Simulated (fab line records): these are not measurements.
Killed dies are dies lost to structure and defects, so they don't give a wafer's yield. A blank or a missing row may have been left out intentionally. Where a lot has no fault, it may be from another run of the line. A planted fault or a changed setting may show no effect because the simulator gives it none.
Chamber matching | flow nand harc | 4 sister chambers for NHARC_P_CONTACT_CMP_24 on cmp-04
The step polishes, t overpolish 30 s, target thk 200 nm. 20 wafers are shown with their chamber, then 10 later ones without.

== WAFERS, EACH WITH ITS CHAMBER ==
wafer  | chamber | motor current A (A) | time to endpoint s (s) | edge zone pressure frac
L076.3 | 1       | 10.8                | 39.0                   | 0.995
L076.4 | 0       | 10.9                | 39.3                   | 1.011
L076.5 | 3       | 14.5                | 39.9                   | 0.990
L077.2 | 3       | 13.7                | 36.8                   | 0.997
L077.3 | 2       | 9.5                 | 41.2                   | 1.002
L077.5 | 3       | 13.9                | 36.3                   | 0.994
L079.1 | 2       | 9.4                 | 45.5                   | 1.000
L079.3 | 1       | 11.0                | 41.7                   | 1.001
L079.4 | 3       | 13.6                | 39.8                   | 1.004
L080.3 | 2       | 9.6                 | 42.9                   | 0.990
L080.5 | 2       | 10.0                | 43.1                   | 0.998
L080.6 | 3       | 13.8                | 39.7                   | 0.997
L082.3 | 2       | 9.3                 | 46.5                   | 1.006
L082.4 | 1       | 11.1                | 41.8                   | 1.000
L082.5 | 3       | 13.9                | 37.6                   | 1.005
L083.2 | 0       | 11.4                | 42.8                   | 1.001
L083.4 | 1       | 11.3                | 38.7                   | 1.002
L083.6 | 3       | 14.2                | 39.9                   | 1.000
L085.4 | 0       | 10.8                | 40.1                   | 0.997
L085.5 | 1       | 11.0                | 40.8                   | 1.003

SIGNATURES, as means of the wafers listed above
reading                 | chamber 0 | chamber 1 | chamber 2 | chamber 3 | scatter within a chamber
motor current A         | 11.033    | 11.040    | 9.560     | 13.943    | 0.275
time to endpoint s      | 40.733    | 40.400    | 43.840    | 38.571    | 1.75
edge zone pressure frac | 1.00300   | 1.00020   | 0.99920   | 0.99814   | 0.00533
Rule: a wafer's distance from a chamber is the root of the sum, over the readings, of the square of ((its reading less the chamber's mean) divided by the reading's scatter). The wafer belongs to the nearest chamber; if the next one is less than 2 further off, it can't be placed. The scatter: the root of (the sum of the squares of (reading less its chamber's mean) over the shown wafers, divided by (wafers less chambers)).

== WAFERS MISSING THEIR CHAMBER ==
wafer  | motor current A (A) | time to endpoint s (s) | edge zone pressure frac
L085.6 | 11.4                | 39.6                   | 0.999
L089.1 | 11.4                | 44.2                   | 0.997
L089.3 | 9.7                 | 45.1                   | 1.006
L089.6 | 11.0                | 42.2                   | 0.997
L092.1 | 9.8                 | 47.6                   | 1.011
L092.3 | 11.1                | 45.4                   | 0.990
L092.6 | 10.0                | 47.7                   | 1.005
L094.1 | 11.4                | 43.4                   | 0.994
L094.2 | 14.3                | 38.6                   | 0.994
L094.5 | 9.9                 | 44.7                   | 0.982

== WHICH CHAMBER EACH WENT THROUGH ==
wafer  | from the rows above     | in truth
L085.6 | can't be placed: 1 or 0 | 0
L089.1 | can't be placed: 1 or 0 | 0
L089.3 | 2                       | 2
L089.6 | can't be placed: 1 or 0 | 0
L092.1 | 2                       | 2
L092.3 | can't be placed: 1 or 0 | 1
L092.6 | 2                       | 2
L094.1 | can't be placed: 1 or 0 | 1
L094.2 | 3                       | 3
L094.5 | 2                       | 2
Placed correctly: 5 of 10. From these rows, 5 cannot be placed; in 5 the true chamber is one of the candidates. Wrongly placed: 0.
